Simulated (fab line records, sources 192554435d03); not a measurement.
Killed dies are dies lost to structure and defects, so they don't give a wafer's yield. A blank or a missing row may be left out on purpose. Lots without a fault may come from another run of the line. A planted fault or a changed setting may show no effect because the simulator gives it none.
Chamber matching | flow n5_finfet | N5_STI_FIN_REVEAL_CMP_04 on cmp-03: 4 sister chambers
The step polishes, stops on Si3N4, t overpolish 4 s, target thk 131.83 nm. 24 wafers are shown with their chamber, then 12 later ones without.

WAFERS WITH THEIR CHAMBER
wafer  | chamber | motor_current_A (A) | time_to_endpoint_s (s) | overpolish_run_s (s)
L075.2 | 0       | 7.8                 | 103                    | 4.004
L075.3 | 3       | 7.5                 | 107                    | 4.001
L075.6 | 2       | 7.3                 | 105                    | 3.992
L077.2 | 0       | 8.2                 | 100                    | 3.995
L077.3 | 3       | 7.6                 | 102                    | 3.996
L077.6 | 3       | 7.3                 | 102                    | 4.009
L080.1 | 2       | 7.2                 | 99                     | 4.006
L080.2 | 0       | 7.8                 | 98                     | 3.994
L080.6 | 3       | 7.1                 | 99                     | 4.002
L081.3 | 3       | 7.2                 | 100                    | 3.993
L081.4 | 0       | 8.2                 | 100                    | 3.991
L081.5 | 1       | 11.0                | 97                     | 3.990
L085.1 | 1       | 10.8                | 98                     | 4.003
L085.3 | 2       | 7.2                 | 103                    | 4.014
L085.6 | 0       | 7.8                 | 105                    | 3.998
L086.2 | 1       | 10.2                | 102                    | 4.015
L086.4 | 3       | 7.8                 | 109                    | 4.003
L086.6 | 3       | 7.9                 | 107                    | 4.002
L087.1 | 0       | 7.7                 | 107                    | 4.007
L087.3 | 1       | 10.8                | 98                     | 3.997
L087.6 | 0       | 8.3                 | 105                    | 3.998
L090.2 | 0       | 8.1                 | 103                    | 4.005
L090.5 | 3       | 7.6                 | 99                     | 3.996
L090.6 | 2       | 7.5                 | 102                    | 4.010

SIGNATURES (means of the wafers above)
reading            | chamber 0 | chamber 1 | chamber 2 | chamber 3 | scatter within a chamber
motor_current_A    | 7.987     | 10.700    | 7.300     | 7.500     | 0.262
time_to_endpoint_s | 102.62    | 98.75     | 102.25    | 103.12    | 3.24
overpolish_run_s   | 3.99900   | 4.00125   | 4.00550   | 4.00025   | 0.00715
Rule: a wafer's distance from a chamber is the root of the sum, over the readings, of the square of ((its reading less the chamber's mean) divided by the reading's scatter). The wafer belongs to the nearest chamber; if the next one is less than 2 further off, it can't be placed. The scatter: the root of (the sum of the squares of (reading less its chamber's mean) over the shown wafers, divided by (wafers less chambers)).

WAFERS WITHOUT THEIR CHAMBER
wafer  | motor_current_A (A) | time_to_endpoint_s (s) | overpolish_run_s (s)
L093.1 | 7.8                 | 102                    | 3.993
L093.2 | 7.7                 | 102                    | 4.012
L093.3 | 10.4                | 99                     | 4.000
L093.4 | 7.5                 | 104                    | 3.982
L093.5 | 7.3                 | 102                    | 3.998
L093.6 | 7.8                 | 105                    | 3.998
L096.2 | 7.6                 | 103                    | 3.997
L096.3 | 7.5                 | 100                    | 3.996
L096.6 | 7.3                 | 100                    | 3.995
L097.1 | 8.1                 | 102                    | 4.001
L097.3 | 7.0                 | 101                    | 4.002
L097.4 | 7.2                 | 104                    | 4.003

WHICH CHAMBER EACH WENT THROUGH
wafer  | from the rows above          | in truth
L093.1 | can't be placed: 0 or 3 or 2 | 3
L093.2 | can't be placed: 2 or 3 or 0 | 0
L093.3 | 1                            | 1
L093.4 | can't be placed: 3 or 0 or 2 | 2
L093.5 | can't be placed: 3 or 2 or 0 | 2
L093.6 | can't be placed: 0 or 3 or 2 | 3
L096.2 | can't be placed: 3 or 0 or 2 | 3
L096.3 | can't be placed: 3 or 2 or 0 | 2
L096.6 | can't be placed: 3 or 2 or 0 | 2
L097.1 | can't be placed: 0 or 3      | 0
L097.3 | can't be placed: 2 or 3      | 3
L097.4 | can't be placed: 2 or 3      | 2
Placed correctly: 1 of 12. Can't be placed from these rows: 11 (the true chamber is among the candidates in 11). Placed wrongly: 0.
